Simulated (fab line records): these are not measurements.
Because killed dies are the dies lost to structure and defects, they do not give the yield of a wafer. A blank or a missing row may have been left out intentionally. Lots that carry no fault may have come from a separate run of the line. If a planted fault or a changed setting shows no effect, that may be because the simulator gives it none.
A struck lot beside a sound one + flow n5_finfet + 14 out of 1938 route steps
Sound: these wafers, L461.1, L461.4, L461.6. The struck wafers were L475.1, L475.2, L475.6. The cause comes at the end.
At each step with rows: each side's tool, then ch and its chambers, then its first start. Under that, the readings that differ: sound wafers + struck wafers + difference of the means + sigmas: that difference in standard deviations of wafers without a fault.
alike: a reading whose means differ by less than 2 such deviations, as well as words and numbers matching on both sides. not compared: withheld readings; readings where some wafer has no value; bounds like >300 that might hide an equal value; numbers whose values overlap and for which the record gives no deviation.
A row with sigmas, a row that says differs or no value, or rows on one side alone: a step with any of these is where the two part. Non-overlapping numbers with no deviation appear without sigmas and do not part them. Lack of a reading on every wafer of one side parts them only where that side has two or more wafers.

first, 2 steps without rows for these wafers: N5_HKMG_FIN_WET_ETCH_81 (etches TiN in SC1, stops on HfO2, time 57 s, target depth 6 nm); N5_HKMG_FIN_WET_ETCH_82 (etches La2O3 in dHCl, stops on HfO2, target depth 2 nm, rinse time 30 s).
N5_HKMG_FIN_ALD_36: deposits TiN, target thk 1 nm, pulse time 1 s, purge time 3 s.
  sound on ald_metal-04 ch 0,1, day 4 18:02; struck on ald_metal-04 ch 2,3, day 8 07:31
  alike: heater_power_w, precursor_pulse_height_rel
N5_HKMG_FIN_THK_MEAS_70: measures by xrf.
  struck on film_metro-02, day 8 07:47; sound on film_metro-02, day 4 18:19
  alike: HK_THK
N5_HKMG_FIN_PWFM_ALD_03: deposits TiN, target thk 2 nm, pulse time 1 s, purge time 3 s.
  sound on ald_metal-01 ch 0,1,2, day 4 18:20; struck on ald_metal-04 ch 0,2,3, day 8 07:50
  alike: heater_power_w, precursor_pulse_height_rel
then, 7 steps without rows for these wafers: N5_HKMG_FIN_COAT_29 (time 60 s, resist thk 300 nm); N5_HKMG_FIN_COAT_30 (time 60 s, resist thk 35 nm); N5_HKMG_FIN_COAT_06 (resist thk 90 nm); N5_HKMG_FIN_EBR_08; N5_HKMG_FIN_SOFTBAKE_07 (time 60 s); N5_HKMG_FIN_EXPOSE_09 (exposes mask NWFM); N5_HKMG_FIN_PEB_10 (peb time 60 s).
N5_HKMG_FIN_DEVELOP_11: develop time 30 s.
  sound on litho_track-03 ch 0, day 4 19:00; struck on litho_track-02, day 8 08:37
  no value came back on the struck wafers for chill_plate_temp_C (C), develop_time_s (s), exhaust_pa (Pa); on the sound wafers chill_plate_temp_C (C) reads 22.79 23.02 22.93
| reading                                       | sound          | struck   | difference | sigmas |
|-----------------------------------------------|----------------|----------|------------|--------|
| model.CAR-ArF_of_HKMG_FIN_COAT_06.thk_nm (nm) | 88.8 88.8 88.8 | 90 90 90 | +1         |        |
N5_HKMG_FIN_CD_MEAS_12: target cd 92.8 nm.
  sound on cd_sem-01 ch 0, day 4 19:04; struck on cd_sem-03 ch 0, day 8 08:40
| reading    | sound          | struck | difference                    | sigmas |
|------------|----------------|--------|-------------------------------|--------|
| cd_nm (nm) | 93.0 93.4 92.1 | - - -  | no value on the struck wafers |        |

WHERE THEY PART
First at N5_HKMG_FIN_DEVELOP_11; last, within this record, at N5_HKMG_FIN_CD_MEAS_12.

WHY: what had been put in by the simulator
Step skipped in full: litho_track-02, at N5_HKMG_FIN_DEVELOP_11, from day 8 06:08 onward. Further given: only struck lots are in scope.
